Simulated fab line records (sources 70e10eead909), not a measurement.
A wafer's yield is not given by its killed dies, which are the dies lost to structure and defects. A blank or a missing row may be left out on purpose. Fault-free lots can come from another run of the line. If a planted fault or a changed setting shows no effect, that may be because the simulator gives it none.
Matching of chambers    flow nand-harc    NHARC_P_CONTACT_STRIP_28 on rie-diel-02: 4 sister chambers
The step strips in O2. 4 wafers are shown with their chamber, then 7 later ones without.

## EACH WAFER AND ITS CHAMBER
wafer   chamber  showerhead-plenum-p-Torr (Torr)
L075.4  2        3.48
L077.5  0        3.68
L077.6  1        3.39
L080.4  3        3.53

## WAFERS WITH NO CHAMBER GIVEN
wafer   showerhead-plenum-p-Torr (Torr)
L080.5  3.48
L096.3  3.68
L096.5  3.52
L096.6  3.47
L097.2  3.68
L097.3  3.39
L097.6  3.47

## WHICH CHAMBER EACH WENT THROUGH
wafer   from the rows above  in truth
L080.5  2                    2
L096.3  0                    0
L096.5  3                    3
L096.6  2                    2
L097.2  0                    0
L097.3  1                    1
L097.6  2                    2
Correct placement for 7 of the 7. Left unplaced by these rows: 0. Placed wrongly: 0.
How it was worked out, from the rows above alone: a wafer's distance from a chamber is the root of the sum, over the readings, of the square of ((its reading less the chamber's mean) divided by the reading's scatter). If the next closest chamber is less than 2 further off than the closest, the wafer can't be placed; otherwise it belongs to the closest. Each chamber's mean is taken over the wafers shown for it. The scatter: with one shown wafer a chamber, the root of the mean of the squares of how far each hidden wafer lies from its nearest shown one.
